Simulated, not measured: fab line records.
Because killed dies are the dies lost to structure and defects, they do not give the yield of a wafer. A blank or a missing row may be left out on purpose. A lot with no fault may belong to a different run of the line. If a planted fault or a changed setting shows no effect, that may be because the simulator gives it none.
Struck lot and sound lot, side by side + flow n5 finfet + 14 steps out of a route of 1938
Sound: the wafers L581.1, L581.2, L581.3. Struck: wafer L588.6 (left out: L588.2, L588.5 of the same lot, which were not struck); the cause appears at the end.
Order at every step that has rows: each side's tool, ch and its chambers, its first start. Under that, the readings that differ: sound wafers + struck wafers + difference of the means + sigmas: that difference in standard deviations of wafers without a fault.
alike: same words and numbers on both sides, and readings whose means sit less than 2 such deviations apart. not compared: any withheld reading, any reading some wafer has no value for, any bound like >300 that may hide the same value, and any number with overlapping values for which the record gives no deviation.
Wherever a step has rows on one side only, a row that says differs or no value, or a row with sigmas, the two part there. Numbers that have no deviation but don't overlap get no sigmas and don't part them. A reading missing from all wafers of one side parts the sides only when that side holds two or more wafers.

N5_BEOL_M7_OVL_MEAS_29:
  sound on overlay-01 ch 0, day 12 07:22; struck on overlay-02 ch 0, day 14 09:34
  alike: V6_OVL
N5_BEOL_M7_INSPECT_30: inspects for defects (brightfield).
  sound on defect inspect-01, day 12 07:26; struck on defect inspect-01, day 14 09:38
  alike: raw defect count
N5_BEOL_M7_DESCUM_33: chemistry O2, time 7 s.
  sound on rie diel-04 ch 0,2,3, day 12 07:28; struck on rie diel-04 ch 2, day 14 10:00
  alike: drypump motor current A, oes product au, rf vpp V, showerhead plenum p Torr, throttle valve pct
  not compared: rf hours counter h
then, 2 steps without rows for these wafers: N5_BEOL_M7_ETCH_72 (etches underlayer in N2/H2, target depth 6.5 nm, time 5.2 s); N5_BEOL_M7_ETCH_65 (etches SiARC in CF4, target depth 15.6 nm, time 26 s).
N5_BEOL_M7_ETCH_66: etches SOC in N2/H2, target depth 80 nm, overetch 16 nm, time 120 s.
  sound on rie diel-04 ch 0,2,3, day 12 07:32; struck on rie diel-04 ch 2, day 14 10:05
  alike: drypump motor current A, n2 flow sccm, oes product au, rf fwd power W, rf vpp V, showerhead plenum p Torr, throttle valve pct
  not compared: rf hours counter h
then, 4 steps without rows for these wafers: N5_BEOL_M7_STRIP_69 (strips in N2/H2); N5_BEOL_M7_STRIP_73 (strips in N2/H2); N5_BEOL_M7_VIA_ETCH_34 (etches SiCOH lowk in C4F6/O2, target depth 125.5 nm, time 50.5 s); N5_BEOL_M7_STRIP_76 (strips in C4F6/O2).
N5_BEOL_M7_STRIP_36: strips in N2/H2.
  sound on rie diel-04 ch 0,2,3, day 12 07:42; struck on rie diel-04 ch 2, day 14 10:14
  alike: drypump motor current A, n2 flow sccm, oes product au, rf vpp V, showerhead plenum p Torr, throttle valve pct
  not compared: rf hours counter h
N5_BEOL_M7_TRENCH_ETCH_37: etches SiCOH lowk in C4F6/O2, target depth 93.478 nm, time 31.2 s.
  sound on rie diel-04 ch 0,2,3; struck on rie diel-04 ch 2
  alike: O2_flow_sccm, drypump motor current A, oes product au, rf fwd power W, rf vpp V, showerhead plenum p Torr, throttle valve pct
  not compared: rf hours counter h
N5_BEOL_M7_ETCH_41: etches SiCN in CH3F/O2, target depth 31.9 nm, time 57.8 s.
  sound on rie diel-04 ch 0,2,3, day 12 07:46; struck on rie diel-04 ch 2, day 14 10:18
| reading                  | sound             | struck | difference | sigmas |
|--------------------------|-------------------|--------|------------|--------|
| rf fwd power W (W)       | 392.4 391.4 388.4 | 297.0  | -93.7      | -78    |
| rf vpp V (V)             | 297.8 297.7 298.6 | 327.1  | +29.1      | +17    |
| model.etch.depth nm (nm) | 21.36 22.14 22.16 | 18.88  | -3.01      |        |
  alike: O2_flow_sccm, drypump motor current A, oes product au, showerhead plenum p Torr, throttle valve pct
  not compared: rf hours counter h
N5_BEOL_M7_STRIP_80: strips in N2/H2, time 10 s.
  sound on rie diel-04 ch 0,2,3; struck on rie diel-04 ch 2
| reading             | sound             | struck | difference | sigmas |
|---------------------|-------------------|--------|------------|--------|
| n2 flow sccm (sccm) | 200.7 200.3 201.2 | 199.2  | -1.5       | -2     |
  alike: drypump motor current A, oes product au, rf vpp V, showerhead plenum p Torr, throttle valve pct
  not compared: rf hours counter h

WHERE THEY PART
Last at N5_BEOL_M7_STRIP_80 as far as this record goes, first at N5_BEOL_M7_ETCH_41.

WHY: what had been put in by the simulator
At N5_BEOL_M7_ETCH_41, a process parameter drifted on rie diel-04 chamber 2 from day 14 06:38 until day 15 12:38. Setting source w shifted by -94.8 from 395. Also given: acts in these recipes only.
